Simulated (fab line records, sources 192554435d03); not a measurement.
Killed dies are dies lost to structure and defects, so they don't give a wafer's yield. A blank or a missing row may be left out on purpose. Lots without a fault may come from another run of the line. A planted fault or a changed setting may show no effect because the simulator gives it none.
Chamber matching | flow n5_finfet | N5_BEOL_M0_SAQP_PECVD_04 on pecvd-03: 3 sister chambers
The step deposits a-Si from SiH4/He, target thk 60 nm, time 60.2 s. 20 wafers are shown with their chamber, then 10 later ones without.

WAFERS WITH THEIR CHAMBER
wafer  | chamber | throttle_valve_pct (%) | heater_power_w (W) | showerhead_plenum_p_Torr (Torr)
L074.2 | 2       | 16.3                   | 532                | 5.689
L074.3 | 1       | 19.4                   | 585                | 5.670
L074.5 | 2       | 16.3                   | 518                | 5.676
L075.3 | 2       | 16.4                   | 564                | 5.697
L075.4 | 1       | 19.4                   | 538                | 5.646
L075.6 | 0       | 18.9                   | 661                | 5.686
L079.1 | 0       | 19.3                   | 634                | 5.690
L079.3 | 2       | 16.1                   | 522                | 5.692
L079.6 | 1       | 19.4                   | 574                | 5.661
L080.1 | 0       | 19.1                   | 636                | 5.678
L080.2 | 1       | 19.4                   | 537                | 5.652
L080.6 | 2       | 16.1                   | 521                | 5.693
L081.1 | 2       | 16.3                   | 557                | 5.681
L081.4 | 0       | 19.3                   | 675                | 5.683
L081.6 | 2       | 16.4                   | 579                | 5.693
L085.3 | 2       | 16.2                   | 562                | 5.699
L085.4 | 1       | 19.0                   | 554                | 5.658
L085.5 | 2       | 16.5                   | 564                | 5.706
L091.4 | 2       | 16.5                   | 570                | 5.698
L091.5 | 0       | 19.5                   | 639                | 5.673

SIGNATURES (means of the wafers above)
reading                  | chamber 0 | chamber 1 | chamber 2 | scatter within a chamber
throttle_valve_pct       | 19.220    | 19.320    | 16.310    | 0.176
heater_power_w           | 649.00    | 557.60    | 548.90    | 21.6
showerhead_plenum_p_Torr | 5.68200   | 5.65740   | 5.69240   | 0.00841
Rule: a wafer's distance from a chamber is the root of the sum, over the readings, of the square of ((its reading less the chamber's mean) divided by the reading's scatter). The wafer belongs to the nearest chamber; if the next one is less than 2 further off, it can't be placed. The scatter: the root of (the sum of the squares of (reading less its chamber's mean) over the shown wafers, divided by (wafers less chambers)).

WAFERS WITHOUT THEIR CHAMBER
wafer  | throttle_valve_pct (%) | heater_power_w (W) | showerhead_plenum_p_Torr (Torr)
L091.6 | 19.4                   | 519                | 5.650
L094.1 | 16.7                   | 543                | 5.701
L094.3 | 19.3                   | 555                | 5.661
L094.5 | 19.2                   | 542                | 5.649
L095.4 | 16.6                   | 590                | 5.702
L095.5 | 19.3                   | 544                | 5.663
L095.6 | 19.7                   | 623                | 5.676
L097.2 | 16.8                   | 513                | 5.690
L097.3 | 19.3                   | 656                | 5.671
L097.5 | 19.5                   | 537                | 5.658

WHICH CHAMBER EACH WENT THROUGH
wafer  | from the rows above     | in truth
L091.6 | 1                       | 1
L094.1 | 2                       | 2
L094.3 | 1                       | 1
L094.5 | 1                       | 1
L095.4 | 2                       | 2
L095.5 | 1                       | 1
L095.6 | can't be placed: 0 or 1 | 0
L097.2 | 2                       | 2
L097.3 | 0                       | 0
L097.5 | 1                       | 1
Placed correctly: 9 of 10. Can't be placed from these rows: 1 (the true chamber is among the candidates in 1). Placed wrongly: 0.
